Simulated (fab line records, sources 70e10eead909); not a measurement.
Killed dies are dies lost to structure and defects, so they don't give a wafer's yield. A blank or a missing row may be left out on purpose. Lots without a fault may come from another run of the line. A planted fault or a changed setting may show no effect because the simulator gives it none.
Chamber matching | flow nand_harc | NHARC_A_CONTACT_ALD_18 on ald_metal-02: 4 sister chambers
The step deposits TiN, target thk 3 nm, pulse time 1 s, ald cycles 150. 14 wafers are shown with their chamber, then 7 later ones without.

WAFERS WITH THEIR CHAMBER
wafer  | chamber | heater_power_w (W) | precursor_pulse_height_rel
L739.1 | 3       | 875                | 1.016
L739.5 | 0       | 1037               | 0.993
L739.6 | 2       | 991                | 0.990
L738.1 | 0       | 1066               | 1.033
L738.4 | 1       | 1176               | 0.998
L738.5 | 0       | 1040               | 1.006
L740.3 | 2       | 976                | 0.999
L740.5 | 2       | 1022               | 1.007
L740.6 | 3       | 875                | 1.003
L748.1 | 2       | 1006               | 1.039
L748.2 | 3       | 946                | 0.981
L748.4 | 1       | 1142               | 1.009
L751.1 | 3       | 984                | 1.017
L751.2 | 1       | 1141               | 0.985

SIGNATURES (means of the wafers above)
reading                    | chamber 0 | chamber 1 | chamber 2 | chamber 3 | scatter within a chamber
heater_power_w             | 1047.67   | 1153.00   | 998.75    | 920.00    | 33.6
precursor_pulse_height_rel | 1.01067   | 0.99733   | 1.00875   | 1.00425   | 0.0182
Rule: a wafer's distance from a chamber is the root of the sum, over the readings, of the square of ((its reading less the chamber's mean) divided by the reading's scatter). The wafer belongs to the nearest chamber; if the next one is less than 2 further off, it can't be placed. The scatter: the root of (the sum of the squares of (reading less its chamber's mean) over the shown wafers, divided by (wafers less chambers)).

WAFERS WITHOUT THEIR CHAMBER
wafer  | heater_power_w (W) | precursor_pulse_height_rel
L751.6 | 1015               | 0.997
L754.3 | 1126               | 1.038
L754.4 | 1019               | 0.999
L754.5 | 1019               | 0.993
L757.1 | 981                | 1.051
L757.2 | 1003               | 1.007
L757.3 | 1126               | 1.002

WHICH CHAMBER EACH WENT THROUGH
wafer  | from the rows above          | in truth
L751.6 | can't be placed: 2 or 0      | 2
L754.3 | can't be placed: 1 or 0 or 2 | 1
L754.4 | can't be placed: 2 or 0      | 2
L754.5 | can't be placed: 2 or 0 or 3 | 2
L757.1 | can't be placed: 2 or 0 or 3 | 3
L757.2 | can't be placed: 2 or 0      | 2
L757.3 | can't be placed: 1 or 0      | 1
Placed correctly: 0 of 7. Can't be placed from these rows: 7 (the true chamber is among the candidates in 7). Placed wrongly: 0.
